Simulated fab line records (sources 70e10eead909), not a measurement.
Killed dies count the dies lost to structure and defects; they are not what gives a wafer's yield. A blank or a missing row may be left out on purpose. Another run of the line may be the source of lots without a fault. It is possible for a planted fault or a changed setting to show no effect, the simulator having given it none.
Problem report, 8D (eight disciplines) form, completed by code    flow nandHarc    the parts of the form that need people (team, actions taken, sign-off) are left out

== 1. THE PROBLEM ==
NHARC_P_GATE_INSPECT_28, rawDefectCount: mean 425 over 1 wafer from 1 lot; wafers with no fault: 6, standard deviation 3.3. So: +99 or more standard deviations from the usual mean.
First observed at day 9 02:17: wafer L581.4, on defectInspect-02. Wafers with a number at this step in the record: 33, from 11 lots. Rule for "out", or "out of limits": more than 4 standard deviations from the usual mean. The rest of the wafers with a number are treated as sound.

== 2. WHAT IT IS; WHAT IT IS NOT ==
question                     is                is not
which readings at this step  rawDefectCount    -
which lots                   L581              L572, L575, L576, L579, L587, L589, L590, L591, L593, L594
which wafers of those lots   L581.4            L581.1, L581.6
read on which gauges         defectInspect-02  defectInspect-01
when                         from day 9 02:17  up to then (14 sound wafers); but 18 sound wafers of L587, L589, L590, L591, L593, L594 came after

== 3. THE SUSPECTS, EACH WITH WHAT RULES IT OUT ==
Counting: any tool at a process step up to the reading remains a suspect provided it ran every lot that is out. Sound lots after the first of them don't rule it out here, since some wafers of a struck lot are sound.
- ruled out: the gauge at NHARC_P_GATE_INSPECT_28. All the wafers that are out were read on defectInspect-02, but those of them that NHARC_END_SORT_01 has rows for are out there too, on other tools.
- cmp-04 at NHARC_P_STI_CMP_21 (polishes, t overpolish 20 s, target thk 380.67 nm): kept. It processed L581, the lot that is out, at day 7 16:05, and its most recent sound lot before then was L579 at day 6 15:13.
- aclDep-03 at NHARC_P_GATE_HM_DEP_102 (deposits aC, target thk 120 nm): kept. It processed L581, the lot that is out, at day 9 00:50, and its most recent sound lot before then was L572 at day 4 21:25.
- The sound lot-mates ran in chamber 2 of cmp-04 at NHARC_P_STI_CMP_21, but the wafers that are out ran in chamber 0.
What counting leaves: cmp-04 at NHARC_P_STI_CMP_21 and aclDep-03 at NHARC_P_GATE_HM_DEP_102.

== 4. THE CAUSE (what the simulator had put in) ==
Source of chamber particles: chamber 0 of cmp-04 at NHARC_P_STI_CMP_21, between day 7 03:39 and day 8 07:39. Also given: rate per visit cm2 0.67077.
This tool is one of the 2 suspects left after counting.

== 5. THE CHAIN OF EFFECTS, in route order ==
One row per reading whose mean, taken over the struck wafers that have a number, lies over 3 standard deviations from the usual. Only readings for which the record gives a usual standard deviation are gone through. hours: the time from each lot's start at the first step in this table that gives one to its start at this step, as a median over the lots. sigmas: the change in usual standard deviations.
hours  step                     reading            usual  on struck wafers  change  sigmas
0      NHARC_P_STI_INSPECT_25   rawDefectCount     210    568               +358    +3.7
25     NHARC_P_GATE_INSPECT_28  rawDefectCount     6      425               +419    +99 or more
43     NHARC_P_GATE_INSPECT_68  rawDefectCount     195    535               +340    +3.7
488    NHARC_END_SORT_01        killedAtPeriphery  3.9    279.0             +275.1  +99 or more
488    NHARC_END_SORT_01        killedDies         57     319               +262    +16

== 6. WHAT WOULD HAVE CAUGHT IT SOONER ==
In this record the first reading out of limits at a measuring or inspecting step was taken at day 9 02:17, 47 hours after the fault began at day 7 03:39.
Tool readings at NHARC_P_STI_CMP_21 with a usual standard deviation given in the record: none out on any struck wafer, hence no alarm at a limit of 4 standard deviations on them.
The start of NHARC_P_STI_CMP_21 on cmp-04 came by day 9 02:17 for every one of the lots that are out (1). Holding the tool at that point would not have protected any of them.
